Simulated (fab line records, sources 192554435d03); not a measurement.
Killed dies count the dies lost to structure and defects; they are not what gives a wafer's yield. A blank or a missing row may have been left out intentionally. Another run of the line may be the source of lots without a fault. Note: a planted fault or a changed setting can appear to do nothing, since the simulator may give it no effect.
fab line records    flow n5-finfet
record lots=5  wafers=15  last-day=17
route steps=1938 shown BEOL_M4@1082 BEOL_M5@1112 PASSIVATION@1936
lots that met no fault: taken from a fault-free run of the same line
start-h: hours from the record's first day to the start of the lot's first wafer shown    wait-h: time in hours since the lot's previous step    " same as the row above    L1.1+2: a row that stands for several wafers    - either no value or no given start    * or withheld: withheld    < > ~ a bound
route shown NAME@n: a module of which the file shows steps, and the number in the route of the first    usual: mean/standard deviation of fault-free wafers    same: alike in all rows    chamber/n: place in a boat    sites: readings site by site    _std_site: the values' standard deviation    _edge_site: outer sites' mean less inner sites'    radius-mm: for every site, how far away it sits from the centre of the wafer    mask NAME#n: copy n    behind: the tool/chamber that last shaped the wafer    hold: cause of the lot's hold/its duration in hours/its outcome    device: which transistor (n, p or np) failed to switch    end of line: at the end of the route, the tests of the same wafers    where a step has no rows: the recipe by itself    killed: the dies lost at the first sort to structure and to defects; this is not the yield of the wafer    map: per-die view of a wafer (x killed, . not killed, _ where there is no die)
set.NAME: the run value of the setting; set.NAME@STEP: its run value at that earlier step    model.NAME: the simulator's own value behind a step, which no gauge read
a table for each step, a row for each wafer; lots at some steps of the route
## steps
# step N5_BEOL_M4_SURFACE_TREAT_85
# recipe gas=Ar  time-s=*  ion-energy-ev=*  ion-current-ma-cm2=0.5  pressure-mtorr=*  ar-flow-sccm=30
# step N5_BEOL_M4_CVD_47
# recipe material=Co  target-thk-a=30  temp-c=withheld  precursor=CCTBA/H2  pressure-torr=30  time-s=223.8
# step N5_BEOL_M4_SPUTTER_48
# recipe material=Cu  target-thk-a=45  temp-c=-20  chamber-pressure-pa=0.07  power-w=withheld  time-s=8.29
# step N5_BEOL_M4_ANNEAL_49
# recipe temp-c=400  time-s=240  ambient=vacuum
# step N5_BEOL_M4_SPUTTER_79
# recipe material=Cu  target-thk-a=45  temp-c=-20  chamber-pressure-pa=0.07  power-w=withheld  time-s=8.29
# step N5_BEOL_M4_ANNEAL_80
# recipe temp-c=400  time-s=240  ambient=vacuum
# step N5_BEOL_M4_SPUTTER_81
# recipe material=Cu  target-thk-a=45  temp-c=-20  chamber-pressure-pa=0.07  power-w=withheld  time-s=8.29
# step N5_BEOL_M4_ANNEAL_82
# recipe temp-c=400  time-s=240  ambient=vacuum
# step N5_BEOL_M4_SPUTTER_86
# recipe material=Cu  target-thk-a=45  temp-c=-20  chamber-pressure-pa=0.07  power-w=withheld  time-s=8.29
# step N5_BEOL_M4_ANNEAL_87
# recipe temp-c=400  time-s=240  ambient=vacuum
# step N5_BEOL_M4_SPUTTER_88
# recipe material=Cu  target-thk-a=45  temp-c=-20  chamber-pressure-pa=0.07  power-w=withheld  time-s=8.29
# step N5_BEOL_M4_ANNEAL_89
# recipe temp-c=400  time-s=240  ambient=vacuum
# step N5_BEOL_M4_SPUTTER_90
# recipe material=Cu  target-thk-a=45  temp-c=-20  chamber-pressure-pa=0.07  power-w=withheld  time-s=8.29
# usual susceptor-temp-C=-20.01/0.091  throttle-valve-pct=29.4/1.2
lot.wafer  tool            chamber  start-h  wait-h  susceptor-temp-C  throttle-valve-pct
L879.1     pvd-sputter-01  -        207.56   0.1     -19.83            27.3
L879.4     "               -        "        "       -20.12            30.3
L879.5     "               -        "        "       -20.00            27.3
L885.2     pvd-sputter-03  -        231.31   0.1     -20.16            30.1
L885.4     "               -        "        "       -20.09            29.7
L885.5     "               -        "        "       -19.90            28.8
L889.4     pvd-sputter-01  -        258.18   0.1     -20.04            27.2
L889.5     "               -        "        "       -19.98            30.1
L889.6     "               -        "        "       -19.88            30.2
L890.1     pvd-sputter-01  -        266.45   0.1     -20.12            27.3
L890.5     "               -        "        "       -20.07            29.7
L890.6     "               -        "        "       -20.12            27.2
L893.2     pvd-sputter-01  -        294.98   0.1     -19.98            27.2
L893.4     "               -        "        "       -19.86            29.9
L893.6     "               -        "        "       -20.02            27.1
# step N5_BEOL_M4_ANNEAL_91
# recipe temp-c=400  time-s=240  ambient=vacuum
# step N5_BEOL_M4_SPUTTER_92
# recipe material=Cu  target-thk-a=45  temp-c=-20  chamber-pressure-pa=0.07  power-w=withheld  time-s=8.29
# step N5_BEOL_M4_ANNEAL_93
# recipe temp-c=400  time-s=240  ambient=vacuum
# step N5_BEOL_M4_SPUTTER_94
# recipe material=Cu  target-thk-a=45  temp-c=-20  chamber-pressure-pa=0.07  power-w=withheld  time-s=8.29
# step N5_BEOL_M4_ANNEAL_95
# recipe temp-c=400  time-s=240  ambient=vacuum
# step N5_BEOL_M4_SPUTTER_96
# recipe material=Cu  target-thk-a=45  temp-c=-20  chamber-pressure-pa=0.07  power-w=withheld  time-s=8.29
# step N5_BEOL_M4_ECD_50
# recipe material=Cu  target-thk-a=3000
# step N5_BEOL_M4_ANNEAL_51
# recipe temp-c=225  time-s=90  ambient=N2
# step N5_BEOL_M4_CMP_52
# recipe stop-on=SiOC  t-overpolish-s=6.8  down-force-psi=1  platen-rpm=50  clearing-platen-down-force-psi=1.5  clearing-platen-rpm=50  post-cmp-clean=cu-alkaline  target-thk-nm=40  clearing-platen-pad-velocity-m-s=0.99484  pad-velocity-m-s=0.99484
# step N5_BEOL_M4_PRE_CLEAN_60
# recipe gas=NH3/H2  time-s=15  temp-c=*  rf-power-w=300
# step N5_BEOL_M4_CO_CAP_55
# recipe material=Co  target-thk-a=20  temp-c=200  precursor=CCTBA/H2  pressure-torr=30  time-s=102.1
# step N5_BEOL_M4_PRE_CLEAN_56
# recipe gas=NH3  time-s=15  temp-c=withheld  rf-power-w=300
# step N5_BEOL_M4_DEP_57
# recipe material=SiCN  target-thk-a=80  temp-c=withheld  precursor=3MS/NH3  pressure-torr=3  rf-w=202  time-s=14
# step N5_BEOL_M5_ILD_DEP_00
# recipe material=SiCOH_lowk  target-thk-a=1406.4  temp-c=300  precursor=DEMS/porogen  pressure-torr=5  rf-w=500  time-s=25.9
# step N5_BEOL_M5_CURE_79
# recipe temp-c=385  time-s=240  ambient=He/Ar  material=SiCOH_lowk
# step N5_BEOL_M5_PECVD_70
# recipe material=SiO2  target-thk-a=160  temp-c=400  precursor=TEOS/O2  pressure-torr=5.5  rf-w=450  teos-flow-sccm=53.8  gas=O2  flow-sccm=3000  time-s=18
# step N5_BEOL_M5_HM_DEP_02
# recipe material=TiN  target-thk-a=200  temp-c=25  chamber-pressure-pa=0.49996
# step N5_BEOL_M5_COAT_59
# recipe resist=SOC  temp-c=250  time-s=60  spin-rpm=1500  resist-thk-nm=60
# step N5_BEOL_M5_COAT_60
# recipe resist=SiARC  temp-c=220  time-s=60  spin-rpm=1500  resist-thk-nm=12
# step N5_BEOL_M5_COAT_71
# recipe resist=underlayer  temp-c=205  time-s=60  spin-rpm=1500  resist-thk-nm=5
# step N5_BEOL_M5_COAT_05
# recipe resist=CAR-EUV  spin-rpm=1500  resist-thk-nm=30
# step N5_BEOL_M5_EBR_07
# recipe solvent=PGMEA  ebr-width-mm=1.5
# step N5_BEOL_M5_SOFTBAKE_06
# recipe temp-c=110  time-s=60  resist=CAR-EUV
# step N5_BEOL_M5_EXPOSE_08
# recipe mask-id=M5  na=0.33  source-shape=annular  sigma-inner=0.4  sigma-outer=0.8  polarization=unpolarized  target-cd-nm=28  dose-mj=35.75
# step N5_PASSIVATION_PROBE_49
# usual defect-limited-yield=91.3/1.4  killed_at_M0_to_M3=36/11  killed_at_M4_up=13/5.2  killed-at-contacts=13/6.5  killed-at-front-end=37/11  killed-at-other=3.6/2.9  killed-dies=103/17  killed-on-rim=13/3.6  killed-open=68/12  killed-short=33/7.3  sort_bin_5_function=5.2/0.91  sort_bin_6_memory=3.2/0.67  sort-n-pass=1077/17  sort-yield-pct=91.3/1.4
# same gross-dies=1180  killed-at-back-side=0  sort_bin_4_leakage[%]=0  sort_bin_8_speed[%]=0
lot.wafer  tool       chamber  start-h  wait-h  defect-limited-yield[%]  killed_at_M0_to_M3  killed_at_M4_up  killed-at-contacts  killed-at-front-end  killed-at-other  killed-dies  killed-on-rim  killed-open  killed-short  sort_bin_5_function[%]  sort_bin_6_memory[%]  sort-n-pass  sort-yield-pct[%]
L879.1     prober-01  -        320.31   0.0     89.8                     46                  18               9                   37                   10               120          21             83           29            5.8                     3.3                   1060         89.8
L879.4     prober-01  -        320.46   0.2     90.3                     52                  10               12                  39                   1                114          18             76           38            5.0                     4.3                   1066         90.3
L879.5     prober-01  -        320.51   0.2     88.7                     64                  15               6                   44                   4                133          18             95           38            6.9                     3.8                   1047         88.7
L885.2     prober-01  -        337.51   0.1     90.4                     35                  8                28                  36                   6                113          15             79           32            5.7                     3.6                   1067         90.4
L885.4     prober-01  -        337.61   0.2     93.0                     15                  16               16                  30                   6                83           14             55           25            4.2                     2.6                   1097         93.0
L885.5     prober-01  -        337.66   0.2     94.0                     20                  16               19                  14                   2                71           11             51           20            3.7                     2.1                   1109         94.0
L889.4     prober-02  -        367.27   0.2     81.8                     29                  134              8                   35                   9                215          26             69           32            11.1                    4.2                   965          81.8
L889.5     prober-02  -        367.32   0.2     82.7                     22                  140              14                  20                   8                204          9              56           21            11.4                    2.8                   976          82.7
L889.6     prober-02  -        367.37   0.3     81.2                     29                  141              14                  36                   2                222          33             73           26            12.0                    4.2                   958          81.2
L890.1     prober-01  -        379.81   0.0     84.0                     37                  109              4                   36                   3                189          31             60           27            9.6                     3.5                   991          84.0
L890.5     prober-01  -        380.01   0.2     79.7                     37                  147              14                  38                   3                239          12             70           26            11.9                    4.7                   941          79.7
L890.6     prober-01  -        380.06   0.3     81.8                     33                  119              12                  46                   5                215          28             88           21            10.7                    4.6                   965          81.8
L893.2     prober-02  -        404.36   0.1     84.3                     44                  117              8                   16                   0                185          28             47           27            8.8                     4.0                   995          84.3
L893.4     prober-02  -        404.46   0.2     82.1                     39                  128              15                  25                   4                211          26             64           32            11.0                    3.7                   969          82.1
L893.6     prober-02  -        404.56   0.3     83.8                     36                  117              9                   26                   3                191          26             56           25            9.7                     3.4                   989          83.8
# killed by level:class
L879.1 BEOL_M2:geometric-particle:open=14 BEOL_M3:geometric-particle:open=13 BEOL_M4:geometric-particle:open=10 HKMG_FIN:area-etch=8 STI_FIN_REVEAL:geometric-particle:open=7 FIN_SAQP:geometric-particle:open=6 FIN_SAQP:geometric-particle:short=6 BEOL_M0_SAQP:geometric-particle:open=6
L879.4 BEOL_M0_SAQP:geometric-particle:open=14 BEOL_M2:geometric-particle:open=13 BEOL_M0_SAQP:geometric-particle:short=12 FIN_SAQP:geometric-particle:open=10 MOL_CONTACT_COAG:geometric-particle:open=10 FIN_SAQP:geometric-particle:short=7 BEOL_M4:geometric-particle:open=6 BEOL_M3:geometric-particle:open=5
L879.5 BEOL_M2:geometric-particle:open=20 STI_FIN_REVEAL:geometric-particle:open=17 BEOL_M3:geometric-particle:open=13 BEOL_M0_SAQP:geometric-particle:open=9 FIN_SAQP:geometric-particle:open=8 BEOL_M0_SAQP:geometric-particle:short=8 FIN_SAQP:geometric-particle:short=7 BEOL_M1:geometric-particle:open=5
L885.2 MOL_CONTACT_COAG:geometric-particle:open=23 BEOL_M0_SAQP:geometric-particle:open=9 STI_FIN_REVEAL:geometric-particle:open=8 BEOL_M0_SAQP:geometric-particle:short=8 BEOL_M3:geometric-particle:open=8 DUMMY_GATE:geometric-particle:open=5 MOL_CONTACT_COAG:geometric-particle:short=5 FIN_SAQP:geometric-particle:open=4
L885.4 MOL_CONTACT_COAG:geometric-particle:open=15 STI_FIN_REVEAL:geometric-particle:open=4 GATE_CUT:geometric-particle:open=4 BEOL_M3:geometric-particle:open=4 BEOL_M5:geometric-particle:open=4 MIM_TOP_ETCH:geometric-particle:open=4 FIN_SAQP:geometric-particle:open=3 GATE_CUT:geometric-particle:short=3
L885.5 MOL_CONTACT_COAG:geometric-particle:open=14 BEOL_M4:geometric-particle:open=7 BEOL_M2:geometric-particle:open=6 MOL_CONTACT_COAG:geometric-particle:short=5 BEOL_M0_SAQP:geometric-particle:short=5 BEOL_M0_SAQP:geometric-particle:open=5 STI_FIN_REVEAL:geometric-particle:open=4 DUMMY_GATE:geometric-particle:open=2
L889.4 BEOL_M4:unspecified=113 FIN_SAQP:geometric-particle:open=10 BEOL_M1:geometric-particle:open=6 BEOL_M5:geometric-particle:open=6 FIN_SAQP:geometric-particle:short=5 MOL_CONTACT_COAG:geometric-particle:open=5 BEOL_M2:geometric-particle:open=5 BEOL_M4:geometric-particle:open=5
L889.5 BEOL_M4:unspecified=126 MOL_CONTACT_COAG:geometric-particle:open=11 BEOL_M1:geometric-particle:open=6 BEOL_M4:geometric-particle:open=6 BEOL_M0_SAQP:geometric-particle:open=5 DUMMY_GATE:geometric-particle:open=4 BEOL_M2:geometric-particle:open=4 FIN_SAQP:geometric-particle:open=3
L889.6 BEOL_M4:unspecified=123 FIN_SAQP:geometric-particle:open=10 MOL_CONTACT_COAG:geometric-particle:open=10 BEOL_M0_SAQP:geometric-particle:open=7 BEOL_M1:geometric-particle:open=7 STI_FIN_REVEAL:geometric-particle:open=6 DUMMY_GATE:geometric-particle:open=6 BEOL_M0_SAQP:geometric-particle:short=6
L890.1 BEOL_M4:unspecified=102 FIN_SAQP:geometric-particle:open=14 BEOL_M3:geometric-particle:open=8 BEOL_M0:geometric-particle:open=6 STI_FIN_REVEAL:geometric-particle:open=6 FIN_SAQP:geometric-particle:short=5 BEOL_M2:geometric-particle:open=4 BEOL_M5:geometric-particle:open=4
L890.5 BEOL_M4:unspecified=141 BEOL_M3:geometric-particle:open=16 MOL_CONTACT_COAG:geometric-particle:open=13 FIN_SAQP:geometric-particle:open=11 BEOL_M2:geometric-particle:open=6 GATE_CUT:geometric-particle:open=5 BEOL_M0_SAQP:geometric-particle:short=5 FIN_SAQP:geometric-particle:short=4
L890.6 BEOL_M4:unspecified=106 BEOL_M1:geometric-particle:open=15 FIN_SAQP:geometric-particle:open=11 MOL_CONTACT_COAG:geometric-particle:open=11 STI_FIN_REVEAL:geometric-particle:open=10 DUMMY_GATE:geometric-particle:open=7 BEOL_M5:geometric-particle:open=7 FIN_SAQP:geometric-particle:short=5
L893.2 BEOL_M4:unspecified=109 BEOL_M1:geometric-particle:open=11 BEOL_M0_SAQP:geometric-particle:open=8 MOL_CONTACT_COAG:geometric-particle:open=7 BEOL_M1:geometric-particle:short=7 BEOL_M3:geometric-particle:open=6 BEOL_M2:geometric-particle:open=5 STARTING-WAFER:geometric-particle:open=5
L893.4 BEOL_M4:unspecified=114 MOL_CONTACT_COAG:geometric-particle:open=14 BEOL_M0_SAQP:geometric-particle:open=14 FIN_SAQP:geometric-particle:open=9 BEOL_M0_SAQP:geometric-particle:short=7 FIN_SAQP:geometric-particle:short=5 BEOL_M1:geometric-particle:open=5 BEOL_M2:geometric-particle:open=4
L893.6 BEOL_M4:unspecified=109 BEOL_M2:geometric-particle:open=10 MOL_CONTACT_COAG:geometric-particle:open=9 BEOL_M0_SAQP:geometric-particle:open=7 BEOL_M0_SAQP:geometric-particle:short=7 FIN_SAQP:geometric-particle:short=6 BEOL_M1:geometric-particle:open=6 FIN_SAQP:geometric-particle:open=4
# map L889.6 (x killed, . not)
_________________............________________
______________........xx........_____________
___________...........x............__________
__________......x..................._________
________..x............x...x.xx...x..._______
_______x..............x................______
______x...x..xx........................x_____
_____..x...........x.......xxx...........____
____.x.....x.xx.........x.x......x.......x___
___...........x...........................x__
___..x.................x.......x...........__
__....................x........x....x......._
__xx.................................x......_
_...............................xx.....x..x..
_............xx...........x...x..............
_...x........................................
_...x..........x...........x........x........
_.....................xx.................x...
_.............x.....................x.x.....x
_........................x......x.xxxx.......
_....x...............x........xx.xxxxxxx...x.
__.....x.x.....................xxxxxxxxxx..._
__......x...x.x..x...x..x....xxxxxxxxxxxxx.x_
___.....xx..................x.xxxxxxxxxxxxx__
___x.......x..............x.x.xxxxxxxxxxxxx__
____.........................xxxxxxxxxxxxx___
_____.x....................x.xxxxxxxxxxxx____
______.......x...x.........x.xxxxxxxxxxx_____
_______.............x........xxxxxxxxxx______
________.................x....xxx.xxxx_______
__________..x......x...x......xx.xxx_________
___________.....x...x...x.....x...x__________
______________..x..x..x.......xx_____________
_________________............________________
# map L890.5 (x killed, . not)
_________________............________________
______________.................._____________
___________....x.....x..x.....x..x.__________
__________x................xx......._________
________..............x.x..........x.x_______
_______..........x.....................______
______..x.x.xx...x................x....._____
_____..x.xxxx.x........x..........x......____
____..xx..xxxxxx.x...x..................x.___
___...xxxxxxxxxxxx..x.......x....xx....x...__
___...xxxxxxxxxxxxxx.....x.................__
__...xxxxxxxxxxxxxxxxx....x................._
__.xx.xxxxxxxxxxxxx.x..........x..........x._
_....x.xxxxxxxxxxxx....x.........x....x......
_....xxxxxxxxxxxxxx...........x..x.xx........
_.x.x...xxxxxxxxxx.x.x...........x...x.......
_...x..xxxxxxxxxx.x....x.....................
_....x...xxxxxxx...x......x..................
_......xx.x.xx.x.............................
_...x........x.x...............x...x.....x...
_x...........x..............x............x...
__.x............x...x.xx.........x.........._
__.......x..........x..............x........_
___...x..........x................x.......x__
___.....x........xx.x.xx....x......x.......__
____...x.x.......x............xx..........___
_____...........x........................____
______...x.....................x........_____
_______.....................x.........x______
________..........x...x..............._______
__________......x..x...........x.x.._________
___________...x....x....x.........x__________
______________..x......x........_____________
_________________.........x..________________
## key
first-sign step=N5_PASSIVATION_PROBE_49  reading=killed_at_M4_up  direction=up  sigmas=22  usual=13  struck=128
effect step=N5_PASSIVATION_PROBE_49  reading=defect-limited-yield  direction=down  sigmas=6.2  usual=91.3  struck=82.4
more-kills-born-at N5_BEOL_M4_SPUTTER_90@pvd-sputter-01=1043
met-at N5_BEOL_M4_SPUTTER_90
struck-wafers L889.4,L889.5,L889.6,L890.1,L890.5,L890.6,L893.2,L893.4,L893.6
onset-between 207.56 258.18
also-fits time
fault kind=chamber-particle-source  tool=pvd-sputter-01  chamber=-  onset-h=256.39  steps=N5_BEOL_M4_SPUTTER_90  rate-per-visit-cm2=1.2245  end-h=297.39
